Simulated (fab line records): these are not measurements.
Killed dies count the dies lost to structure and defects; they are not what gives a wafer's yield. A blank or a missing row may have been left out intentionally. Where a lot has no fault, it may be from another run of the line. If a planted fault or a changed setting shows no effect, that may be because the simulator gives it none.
Struck lot and sound lot, side by side / flow nand_harc / 15 steps out of a route of 1302
Sound: these wafers, L754.4, L754.5, L754.6. Wafers struck: L762.2, L762.3, L762.4. Last of all comes the cause.
Per side, at each step with rows, come the tool, then ch with its chambers, and then its first start. Under that, the readings that differ: sound wafers / struck wafers / difference of the means / sigmas: that difference in standard deviations of wafers without a fault.
alike: readings with means less than 2 such deviations apart, plus words and numbers identical on both sides. not compared: withheld readings, readings lacking a value on some wafer, bounds such as >300 that could conceal the same value, and numbers that have no deviation in the record and whose values overlap.
A row with sigmas, a row that says differs or no value, or rows on one side alone: a step with any of these is where the two part. When numbers do not overlap yet have no deviation, they are printed without sigmas and do not part them. Lack of a reading on every wafer of one side parts them only where that side has two or more wafers.

NHARC_P_M2_PRE_CLEAN_30: time 30 s.
  sound on pvd_sputter-03; struck on pvd_sputter-03
  alike: heater_power_w
NHARC_P_M2_PVD_20: deposits TaN, target thk 5 nm, time 8.06 s.
  sound on pvd_sputter-03; struck on pvd_sputter-03
  alike: substrate_temp_c, throttle_valve_pct
then, 3 steps without rows for these wafers: NHARC_P_M2_PVD_21 (deposits Cu, target thk 30 nm, time 20.49 s); NHARC_P_M2_ECD_22 (material Cu, target thk 400 nm); NHARC_P_M2_ANNEAL_31 (time 90 s).
NHARC_P_M2_CMP_23: polishes, t overpolish 20 s, target thk 144.3 nm.
  sound on cmp-01 ch 2,3, day 7 18:58; struck on cmp-03 ch 0,1,2, day 11 01:28
  alike: motor_current_A, time_to_endpoint_s
NHARC_P_M2_THK_MEAS_24: measures by xrf.
  sound on film_metro-02, day 7 19:17; struck on film_metro-02, day 11 01:47
  alike: thk_nm
then, 1 step without rows for these wafers: NHARC_P_M2_SRD_25.
NHARC_P_M2_INSPECT_27:
  sound on defect_inspect-01, day 7 19:26; struck on defect_inspect-02, day 11 01:56
  alike: raw_defect_count
NHARC_P_M2_PRE_CLEAN_32: time 12 s.
  sound on pecvd-03 ch 0,1,2, day 7 19:32; struck on pecvd-01 ch 0,2, day 11 02:01
  alike: heater_power_w
NHARC_P_M2_DEP_33: deposits SiCN, target thk 30 nm.
  sound on pecvd-03 ch 0,1,2, day 7 19:43; struck on pecvd-01 ch 0,2, day 11 02:05
  alike: chamber_pressure_Torr, heater_power_outer_w, heater_power_w
NHARC_P_BONDPAD_DEP_00: deposits SiCN, target thk 250 nm.
  sound on pecvd-01 ch 0,1,2, day 7 20:08; struck on pecvd-03 ch 0,2, day 11 02:30
  no value came back on the struck wafers for chamber_pressure_Torr (Torr), heater_power_outer_w (W), heater_power_w (W); on the sound wafers chamber_pressure_Torr (Torr) reads 3.004 2.993 2.998
then, 2 steps without rows for these wafers: NHARC_P_BONDPAD_CMP_32 (polishes SiCN, target thk 200 nm); NHARC_P_BONDPAD_SRD_34.
-- record jumps: 17 days between struck wafers' starts before vs after; left off in module P_BONDPAD, resumes in module END, first step shown is number 1302 of the route --
NHARC_END_SORT_01:
  the record has rows for the struck wafers here (prober-02 ch 0, day 28 11:40) and none for the sound ones

WHERE THEY PART
At NHARC_P_BONDPAD_DEP_00 first; at NHARC_END_SORT_01 last (within this record only).

WHY: the cause the simulator had injected
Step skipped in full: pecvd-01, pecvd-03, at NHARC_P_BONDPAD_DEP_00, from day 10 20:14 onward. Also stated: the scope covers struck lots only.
